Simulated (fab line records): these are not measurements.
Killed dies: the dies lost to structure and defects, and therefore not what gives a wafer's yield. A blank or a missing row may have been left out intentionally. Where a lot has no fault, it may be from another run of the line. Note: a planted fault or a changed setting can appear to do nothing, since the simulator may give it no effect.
Chamber matching || flow nand_harc || NHARC_A_STAIRCASE_ETCHBACK_422 on rie_diel-04: 4 sister chambers
The step etches the open film in CH3F/O2, target depth 40 nm, time 74.286 s. 24 wafers are shown with their chamber, then 12 later ones without.

WAFERS WITH THEIR CHAMBER
{"wafer": "L074.2", "chamber": 2, "drypump_motor_current_A (A)": 5.7, "showerhead_plenum_p_Torr (Torr)": 2.40, "rf_vpp_V (V)": 244.6}
{"wafer": "L074.4", "chamber": 0, "drypump_motor_current_A (A)": 5.0, "showerhead_plenum_p_Torr (Torr)": 2.31, "rf_vpp_V (V)": 242.0}
{"wafer": "L074.6", "chamber": 3, "drypump_motor_current_A (A)": 5.2, "showerhead_plenum_p_Torr (Torr)": 2.55, "rf_vpp_V (V)": 246.1}
{"wafer": "L076.2", "chamber": 2, "drypump_motor_current_A (A)": 5.7, "showerhead_plenum_p_Torr (Torr)": 2.40, "rf_vpp_V (V)": 243.7}
{"wafer": "L076.3", "chamber": 3, "drypump_motor_current_A (A)": 5.2, "showerhead_plenum_p_Torr (Torr)": 2.55, "rf_vpp_V (V)": 245.3}
{"wafer": "L076.5", "chamber": 2, "drypump_motor_current_A (A)": 5.7, "showerhead_plenum_p_Torr (Torr)": 2.40, "rf_vpp_V (V)": 243.4}
{"wafer": "L078.3", "chamber": 0, "drypump_motor_current_A (A)": 5.0, "showerhead_plenum_p_Torr (Torr)": 2.31, "rf_vpp_V (V)": 242.3}
{"wafer": "L078.5", "chamber": 3, "drypump_motor_current_A (A)": 5.3, "showerhead_plenum_p_Torr (Torr)": 2.55, "rf_vpp_V (V)": 244.6}
{"wafer": "L078.6", "chamber": 2, "drypump_motor_current_A (A)": 5.7, "showerhead_plenum_p_Torr (Torr)": 2.40, "rf_vpp_V (V)": 242.4}
{"wafer": "L077.1", "chamber": 2, "drypump_motor_current_A (A)": 5.7, "showerhead_plenum_p_Torr (Torr)": 2.40, "rf_vpp_V (V)": 244.2}
{"wafer": "L077.3", "chamber": 1, "drypump_motor_current_A (A)": 6.2, "showerhead_plenum_p_Torr (Torr)": 2.36, "rf_vpp_V (V)": 244.5}
{"wafer": "L077.5", "chamber": 3, "drypump_motor_current_A (A)": 5.3, "showerhead_plenum_p_Torr (Torr)": 2.55, "rf_vpp_V (V)": 245.7}
{"wafer": "L079.1", "chamber": 3, "drypump_motor_current_A (A)": 5.3, "showerhead_plenum_p_Torr (Torr)": 2.54, "rf_vpp_V (V)": 246.0}
{"wafer": "L079.2", "chamber": 2, "drypump_motor_current_A (A)": 5.7, "showerhead_plenum_p_Torr (Torr)": 2.40, "rf_vpp_V (V)": 243.9}
{"wafer": "L079.3", "chamber": 0, "drypump_motor_current_A (A)": 5.0, "showerhead_plenum_p_Torr (Torr)": 2.30, "rf_vpp_V (V)": 241.2}
{"wafer": "L083.2", "chamber": 3, "drypump_motor_current_A (A)": 5.3, "showerhead_plenum_p_Torr (Torr)": 2.54, "rf_vpp_V (V)": 246.8}
{"wafer": "L083.3", "chamber": 2, "drypump_motor_current_A (A)": 5.7, "showerhead_plenum_p_Torr (Torr)": 2.39, "rf_vpp_V (V)": 244.5}
{"wafer": "L083.4", "chamber": 0, "drypump_motor_current_A (A)": 5.0, "showerhead_plenum_p_Torr (Torr)": 2.30, "rf_vpp_V (V)": 243.8}
{"wafer": "L082.3", "chamber": 3, "drypump_motor_current_A (A)": 5.3, "showerhead_plenum_p_Torr (Torr)": 2.54, "rf_vpp_V (V)": 243.9}
{"wafer": "L082.4", "chamber": 0, "drypump_motor_current_A (A)": 5.0, "showerhead_plenum_p_Torr (Torr)": 2.30, "rf_vpp_V (V)": 241.2}
{"wafer": "L082.6", "chamber": 2, "drypump_motor_current_A (A)": 5.7, "showerhead_plenum_p_Torr (Torr)": 2.39, "rf_vpp_V (V)": 244.2}
{"wafer": "L085.1", "chamber": 3, "drypump_motor_current_A (A)": 5.3, "showerhead_plenum_p_Torr (Torr)": 2.54, "rf_vpp_V (V)": 244.0}
{"wafer": "L085.3", "chamber": 0, "drypump_motor_current_A (A)": 5.0, "showerhead_plenum_p_Torr (Torr)": 2.30, "rf_vpp_V (V)": 242.7}
{"wafer": "L085.5", "chamber": 1, "drypump_motor_current_A (A)": 6.2, "showerhead_plenum_p_Torr (Torr)": 2.36, "rf_vpp_V (V)": 242.6}

SIGNATURES (means of the wafers above)
{"reading": "drypump_motor_current_A", "chamber 0": 5.000, "chamber 1": 6.200, "chamber 2": 5.700, "chamber 3": 5.275, "scatter within a chamber": 0.0274}
{"reading": "showerhead_plenum_p_Torr", "chamber 0": 2.3033, "chamber 1": 2.3600, "chamber 2": 2.3975, "chamber 3": 2.5450, "scatter within a chamber": 0.00492}
{"reading": "rf_vpp_V", "chamber 0": 242.200, "chamber 1": 243.550, "chamber 2": 243.863, "chamber 3": 245.300, "scatter within a chamber": 0.946}
Rule: distance of a wafer from a chamber = root of the sum over the readings of ((wafer's reading minus chamber's mean) / reading's scatter) squared. The wafer belongs to the nearest chamber; if the next one is less than 2 further off, it can't be placed. The scatter is the square root of a quotient: the sum, over the shown wafers, of each reading's squared deviation from its chamber's mean, divided by wafers minus chambers.

WAFERS MISSING THEIR CHAMBER
{"wafer": "L088.1", "drypump_motor_current_A (A)": 5.7, "showerhead_plenum_p_Torr (Torr)": 2.39, "rf_vpp_V (V)": 243.4}
{"wafer": "L088.3", "drypump_motor_current_A (A)": 5.0, "showerhead_plenum_p_Torr (Torr)": 2.30, "rf_vpp_V (V)": 240.8}
{"wafer": "L088.6", "drypump_motor_current_A (A)": 5.3, "showerhead_plenum_p_Torr (Torr)": 2.53, "rf_vpp_V (V)": 245.0}
{"wafer": "L093.2", "drypump_motor_current_A (A)": 5.7, "showerhead_plenum_p_Torr (Torr)": 2.38, "rf_vpp_V (V)": 243.6}
{"wafer": "L093.3", "drypump_motor_current_A (A)": 5.0, "showerhead_plenum_p_Torr (Torr)": 2.29, "rf_vpp_V (V)": 241.4}
{"wafer": "L093.6", "drypump_motor_current_A (A)": 5.0, "showerhead_plenum_p_Torr (Torr)": 2.29, "rf_vpp_V (V)": 241.0}
{"wafer": "L097.2", "drypump_motor_current_A (A)": 5.3, "showerhead_plenum_p_Torr (Torr)": 2.53, "rf_vpp_V (V)": 245.8}
{"wafer": "L097.3", "drypump_motor_current_A (A)": 5.0, "showerhead_plenum_p_Torr (Torr)": 2.29, "rf_vpp_V (V)": 242.3}
{"wafer": "L097.6", "drypump_motor_current_A (A)": 6.2, "showerhead_plenum_p_Torr (Torr)": 2.35, "rf_vpp_V (V)": 244.0}
{"wafer": "L095.2", "drypump_motor_current_A (A)": 5.7, "showerhead_plenum_p_Torr (Torr)": 2.38, "rf_vpp_V (V)": 243.1}
{"wafer": "L095.3", "drypump_motor_current_A (A)": 6.2, "showerhead_plenum_p_Torr (Torr)": 2.35, "rf_vpp_V (V)": 241.9}
{"wafer": "L095.4", "drypump_motor_current_A (A)": 5.0, "showerhead_plenum_p_Torr (Torr)": 2.29, "rf_vpp_V (V)": 241.6}

WHICH CHAMBER EACH WENT THROUGH
{"wafer": "L088.1", "from the rows above": 2, "in truth": 2}
{"wafer": "L088.3", "from the rows above": 0, "in truth": 0}
{"wafer": "L088.6", "from the rows above": 3, "in truth": 3}
{"wafer": "L093.2", "from the rows above": 2, "in truth": 2}
{"wafer": "L093.3", "from the rows above": 0, "in truth": 0}
{"wafer": "L093.6", "from the rows above": 0, "in truth": 0}
{"wafer": "L097.2", "from the rows above": 3, "in truth": 3}
{"wafer": "L097.3", "from the rows above": 0, "in truth": 0}
{"wafer": "L097.6", "from the rows above": 1, "in truth": 1}
{"wafer": "L095.2", "from the rows above": 2, "in truth": 2}
{"wafer": "L095.3", "from the rows above": 1, "in truth": 1}
{"wafer": "L095.4", "from the rows above": 0, "in truth": 0}
Correctly placed: 12 of 12. Can't be placed from these rows: 0. Wrongly placed: 0.
